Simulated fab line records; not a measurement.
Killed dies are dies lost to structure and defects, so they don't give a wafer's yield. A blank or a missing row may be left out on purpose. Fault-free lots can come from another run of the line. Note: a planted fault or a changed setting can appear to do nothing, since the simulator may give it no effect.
Matching of chambers    flow n5_finfet    rie_diel-01 running N5_BEOL_M0_CUTY_ETCH_63: 4 sister chambers
The step etches SOC in N2/H2, target depth 82.7 nm, overetch 16.5 nm, time 124 s. 18 wafers are shown with their chamber, then 9 later ones without.

EACH WAFER AND ITS CHAMBER
wafer   chamber  showerhead_plenum_p_Torr (Torr)  drypump_motor_current_A (A)  rf_vpp_V (V)
L074.2  3        2.55                             5.6                          522.3
L074.5  1        2.58                             5.7                          524.7
L074.6  0        2.69                             5.7                          527.0
L080.3  3        2.55                             5.6                          523.9
L080.5  3        2.55                             5.6                          525.1
L080.6  2        2.48                             6.3                          522.3
L083.1  0        2.68                             5.7                          527.9
L083.4  1        2.57                             5.8                          524.2
L083.6  2        2.47                             6.2                          523.3
L084.1  1        2.57                             5.8                          523.7
L084.2  2        2.47                             6.3                          521.2
L084.4  3        2.54                             5.6                          523.5
L090.1  3        2.54                             5.6                          525.1
L090.4  0        2.67                             5.7                          528.2
L090.5  1        2.56                             5.8                          524.1
L092.1  0        2.67                             5.8                          526.5
L092.2  2        2.46                             6.3                          521.9
L092.5  2        2.46                             6.2                          521.0

SIGNATURES (averages over the wafers above)
reading                   chamber 0  chamber 1  chamber 2  chamber 3  scatter within a chamber
showerhead_plenum_p_Torr  2.6775     2.5700     2.4680     2.5460     0.00791
drypump_motor_current_A   5.725      5.775      6.260      5.600      0.0439
rf_vpp_V                  527.400    524.175    521.940    523.980    0.9
Rule: distance of a wafer from a chamber = root of the sum over the readings of ((wafer's reading minus chamber's mean) / reading's scatter) squared. The wafer belongs to the nearest chamber; if the next one is less than 2 further off, it can't be placed. The scatter: the root of (the sum of the squares of (reading less its chamber's mean) over the shown wafers, divided by (wafers less chambers)).

WAFERS WITH NO CHAMBER GIVEN
wafer   showerhead_plenum_p_Torr (Torr)  drypump_motor_current_A (A)  rf_vpp_V (V)
L093.1  2.54                             5.6                          524.8
L093.3  2.67                             5.7                          527.6
L093.5  2.46                             6.3                          522.5
L094.1  2.53                             5.6                          523.0
L094.4  2.67                             5.7                          527.8
L094.5  2.53                             5.6                          522.5
L097.4  2.56                             5.7                          524.3
L097.5  2.46                             6.3                          520.3
L097.6  2.53                             5.6                          523.8

EACH ONE'S CHAMBER
wafer   from the rows above      in truth
L093.1  3                        3
L093.3  0                        0
L093.5  2                        2
L094.1  3                        3
L094.4  0                        0
L094.5  3                        3
L097.4  can't be placed: 1 or 3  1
L097.5  2                        2
L097.6  3                        3
8 of 9 placed correctly. Can't be placed from these rows: 1 (the true chamber is among the candidates in 1). Wrongly placed: 0.
